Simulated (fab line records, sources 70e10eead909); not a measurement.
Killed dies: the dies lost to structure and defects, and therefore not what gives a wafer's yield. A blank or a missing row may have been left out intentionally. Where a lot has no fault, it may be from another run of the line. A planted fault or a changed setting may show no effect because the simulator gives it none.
Which tool did it?	flow nand-harc	12 lots with 36 wafers sampled at 5 steps, on a route of 1302 steps

## WHAT EACH GAUGE READ, for each wafer
NHARC_P_STI_CD_MEAS_16. Usual: cd-nm reads 198 nm (standard deviation 4.1).
lot	measured	on	cd-nm (nm)	flag
L435	day 2 21:22	cd-sem-03	195 193 194	
L436	day 3 07:42	cd-sem-02	201 196 201	
L439	day 4 13:31	cd-sem-01	199 199 205	
L442	day 5 18:04	cd-sem-03	199 198 193	
L443	day 6 05:08	cd-sem-03	201 198 197	
L445	day 7 02:57	cd-sem-02	192 194 196	
L447	day 7 19:31	cd-sem-01	201 203 199	
L448	day 8 05:59	cd-sem-01	198 195 195	
L449	day 8 15:23	cd-sem-03	197 195 200	
L455	day 11 03:59	cd-sem-02	204 206 206	
L456	day 11 14:08	cd-sem-03	195 201 197	
L458	day 12 10:52	cd-sem-02	201 197 205	

NHARC_P_GATE_CD_MEAS_26: target cd 120 nm. Usual: cd-nm reads 119.2 nm (standard deviation 0.61).
lot	measured	on	cd-nm (nm)	flag
L435	day 5 03:11	cd-sem-03	118.7 119.9 119.6	
L436	day 5 08:37	cd-sem-01	119.2 119.1 120.8	
L439	day 6 17:27	cd-sem-02	119.5 118.9 119.3	
L442	day 8 03:43	cd-sem-01	118.1 118.7 118.9	
L443	day 8 08:56	cd-sem-02	119.9 120.2 118.5	
L445	day 9 07:13	cd-sem-01	119.7 120.2 119.6	
L447	day 9 19:35	cd-sem-01	119.1 118.9 118.7	
L448	day 10 10:00	cd-sem-02	119.3 119.2 119.5	
L449	day 11 05:16	cd-sem-02	119.7 118.9 118.5	
L455	day 13 14:13	cd-sem-01	118.7 118.5 118.1	
L456	day 13 18:10	cd-sem-01	119.1 120.3 120.2	
L458	day 14 16:31	cd-sem-02	119.5 119.3 118.9	

NHARC_P_GATE_CD_MEAS_46: target cd 720 nm. Usual: cd-nm reads 719.9 nm (standard deviation 2.7).
lot	measured	on	cd-nm (nm)	flag
L435	day 5 17:19	cd-sem-03	714.7 720.7 717.4	
L436	day 5 20:31	cd-sem-01	717.5 720.3 717.2	
L439	day 7 07:43	cd-sem-02	722.6 718.1 719.6	
L442	day 8 16:02	cd-sem-01	722.1 722.0 722.0	
L443	day 8 20:52	cd-sem-03	718.0 719.1 718.4	
L445	day 9 19:23	cd-sem-01	720.7 722.0 722.4	
L447	day 10 10:44	cd-sem-02	723.0 719.7 719.2	
L448	day 10 21:53	cd-sem-01	692.9 696.0 696.9	OFF
L449	day 11 19:28	cd-sem-02	691.5 696.3 694.0	OFF
L455	day 14 02:13	cd-sem-03	720.3 720.2 722.2	
L456	day 14 06:07	cd-sem-02	720.9 717.5 714.2	
L458	day 15 04:26	cd-sem-02	721.6 723.0 721.6	

## WHICH TOOL RAN EACH LOT (tool, then ch and the chambers of the sampled wafers, then the start)
lot	NHARC_P_STI_DESCUM_14	NHARC_P_GATE_EXPOSE_43
L435	rie-diel-03 ch 0,1, day 2 20:56	krf-scanner-04 ch 0, day 5 17:09
L436	rie-diel-08 ch 1,3, day 3 07:15	krf-scanner-04 ch 0, day 5 20:22
L439	rie-diel-09 ch 1,2, day 4 13:05	krf-scanner-03 ch 0, day 7 07:34
L442	rie-diel-09 ch 1,2, day 5 17:37	krf-scanner-03 ch 0, day 8 15:53
L443	rie-diel-09 ch 1,2,3, day 6 04:41	krf-scanner-03 ch 0, day 8 20:43
L445	rie-diel-08 ch 0,2,3, day 7 02:30	krf-scanner-04 ch 0, day 9 19:13
L447	rie-diel-08 ch 0,1,3, day 7 19:05	krf-scanner-04 ch 0, day 10 10:34
L448	rie-diel-08 ch 0,2,3, day 8 05:34	krf-scanner-04 ch 0, day 10 21:44
L449	rie-diel-03 ch 0,1, day 8 14:57	krf-scanner-04 ch 0, day 11 19:18
L455	rie-diel-09 ch 0,1,2, day 11 03:34	krf-scanner-03 ch 0, day 14 02:04
L456	rie-diel-09 ch 0,1,2, day 11 13:42	krf-scanner-02 ch 0, day 14 05:57
L458	rie-diel-08 ch 0,1,3, day 12 10:26	krf-scanner-03 ch 0, day 15 04:16
- NHARC_P_STI_DESCUM_14: chemistry O2, time 3 s.
- NHARC_P_GATE_EXPOSE_43: exposes mask P NSD, target cd 720 nm.

## WHAT THE TOOLS THEMSELVES READ (means of the sampled wafers that have a number; where no wafer has one, the mark that the record gives instead)
NHARC_P_STI_DESCUM_14. Usual: drypump-motor-current-A 5.93 A, standard deviation 0.25; oes-product-au 0.995 a.u., standard deviation 0.013; rf-vpp-V 57.6 V, standard deviation 0.93; showerhead-plenum-p-Torr 1.87 Torr, standard deviation 0.067; throttle-valve-pct 11.311 %, standard deviation 0.0094.
lot	tool	drypump-motor-current-A (A)	oes-product-au (a.u.)	rf-vpp-V (V)	showerhead-plenum-p-Torr (Torr)	throttle-valve-pct (%)	flag
L435	rie-diel-03	6.33	1.005	56.3	1.91	11.310	
L436	rie-diel-08	5.61	1.003	57.1	1.88	11.306	
L439	rie-diel-09	5.92	1.003	57.4	1.92	11.320	
L442	rie-diel-09	5.78	1.006	57.2	1.97	11.316	
L443	rie-diel-09	5.94	1.007	58.6	1.91	11.308	
L445	rie-diel-08	5.87	0.994	57.1	1.84	11.311	
L447	rie-diel-08	5.77	0.995	56.7	1.87	11.309	
L448	rie-diel-08	5.88	0.995	57.3	1.84	11.314	
L449	rie-diel-03	6.02	0.986	57.6	1.86	11.297	
L455	rie-diel-09	5.89	0.998	58.3	1.89	11.305	
L456	rie-diel-09	5.90	0.993	57.7	1.89	11.310	
L458	rie-diel-08	5.76	0.986	57.7	1.87	11.312	

NHARC_P_GATE_EXPOSE_43. Usual: exposure-dose-mJ-cm2 reads 14.812 (standard deviation 0.015).
lot	tool	exposure-dose-mJ-cm2	flag
L435	krf-scanner-04	14.834	
L436	krf-scanner-04	14.816	
L439	krf-scanner-03	14.805	
L442	krf-scanner-03	14.806	
L443	krf-scanner-03	14.829	
L445	krf-scanner-04	14.798	
L447	krf-scanner-04	14.821	
L448	krf-scanner-04	12.926	OFF
L449	krf-scanner-04	12.922	OFF
L455	krf-scanner-03	14.811	
L456	krf-scanner-02	14.791	
L458	krf-scanner-03	14.819	

## THE ANSWER, worked out from the rows above alone
Rule: lot off if the mean of its wafers having a number is beyond 3 standard deviations from the usual mean. Also off: a lot with no number at a reading for which 4 or more lots have one. Where the step has rows for the other lots, those lots are counted as sound. Order of review: gauges by route order, followed by the tools' own readings, for which a lot's mean as printed above is used. At the first step where some lot is off, the reading lying furthest off is the one used; lots without a number count as furthest.
Off, at NHARC_P_GATE_CD_MEAS_46 on cd-nm: L448, L449.
If a tool, at a process step before that reading, ran all the lots that are off and no sound lot after the first of them, it fits. Not tried: the gauges at NHARC_P_GATE_CD_MEAS_46; whatever is off there is also off at NHARC_P_GATE_EXPOSE_43, on other tools, and gauge error can't account for it. One fits: krf-scanner-04 at NHARC_P_GATE_EXPOSE_43. Its last sound lot is L447 (day 10 10:34), its first lot that is off L448 (day 10 21:44): a fault that began between those two fits.
On the lots that are off, the tool's own readings at NHARC_P_GATE_EXPOSE_43 differ by more than 5 times the standard deviation of the sound lots' means, which bears it out; exposure-dose-mJ-cm2 reads 12.924 there versus 14.813 on the sound lots.

## WHAT THE SIMULATOR HAD PUT IN
Process parameter drift: krf-scanner-04, from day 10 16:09 on, at NHARC_P_GATE_EXPOSE_43. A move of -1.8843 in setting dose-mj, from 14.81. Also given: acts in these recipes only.
Lots struck among those shown: L448, L449. The same result came from the rule above.
